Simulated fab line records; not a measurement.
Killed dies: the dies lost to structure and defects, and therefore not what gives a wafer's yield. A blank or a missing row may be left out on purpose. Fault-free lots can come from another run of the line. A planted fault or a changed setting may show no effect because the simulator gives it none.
Chamber matching / flow nand-harc / NHARC_A_CONTACT_DEP_85 on pecvd-03 has 3 sister chambers
The step deposits SiON, target thk 50 nm. 16 wafers are shown with their chamber, then 8 later ones without.

WAFERS PAIRED WITH THEIR CHAMBERS
wafer=L075.2; chamber=1; heater-power-w (W)=564
wafer=L075.3; chamber=0; heater-power-w (W)=600
wafer=L075.6; chamber=1; heater-power-w (W)=576
wafer=L077.1; chamber=2; heater-power-w (W)=847
wafer=L077.4; chamber=0; heater-power-w (W)=631
wafer=L077.6; chamber=2; heater-power-w (W)=855
wafer=L079.4; chamber=1; heater-power-w (W)=593
wafer=L079.5; chamber=2; heater-power-w (W)=737
wafer=L079.6; chamber=0; heater-power-w (W)=616
wafer=L082.2; chamber=0; heater-power-w (W)=662
wafer=L082.4; chamber=2; heater-power-w (W)=708
wafer=L082.6; chamber=0; heater-power-w (W)=660
wafer=L081.2; chamber=1; heater-power-w (W)=677
wafer=L081.3; chamber=0; heater-power-w (W)=662
wafer=L081.4; chamber=0; heater-power-w (W)=656
wafer=L087.4; chamber=0; heater-power-w (W)=604

SIGNATURES, as means of the wafers listed above
reading=heater-power-w; chamber 0=636.38; chamber 1=602.50; chamber 2=786.75; scatter within a chamber=47.9
Rule: a wafer's distance from a chamber is the root of the sum, over the readings, of the square of ((its reading less the chamber's mean) divided by the reading's scatter). The wafer belongs to the nearest chamber; if the next one is less than 2 further off, it can't be placed. The scatter: the root of (the sum of the squares of (reading less its chamber's mean) over the shown wafers, divided by (wafers less chambers)).

WAFERS WITH NO CHAMBER GIVEN
wafer=L087.5; heater-power-w (W)=836
wafer=L087.6; heater-power-w (W)=709
wafer=L091.1; heater-power-w (W)=702
wafer=L091.3; heater-power-w (W)=716
wafer=L091.4; heater-power-w (W)=709
wafer=L094.1; heater-power-w (W)=677
wafer=L094.5; heater-power-w (W)=676
wafer=L094.6; heater-power-w (W)=719

WHICH CHAMBER EACH WENT THROUGH
wafer=L087.5; from the rows above=2; in truth=2
wafer=L087.6; from the rows above=can't be placed: 0 or 2 or 1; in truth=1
wafer=L091.1; from the rows above=can't be placed: 0 or 2 or 1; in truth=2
wafer=L091.3; from the rows above=can't be placed: 2 or 0 or 1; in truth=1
wafer=L091.4; from the rows above=can't be placed: 0 or 2 or 1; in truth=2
wafer=L094.1; from the rows above=can't be placed: 0 or 1 or 2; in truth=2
wafer=L094.5; from the rows above=can't be placed: 0 or 1 or 2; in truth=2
wafer=L094.6; from the rows above=can't be placed: 2 or 0 or 1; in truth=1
Correctly placed: 1 of 8. Unplaceable from these rows: 7, with the true chamber sitting among the candidates in 7. Placed wrongly: 0.
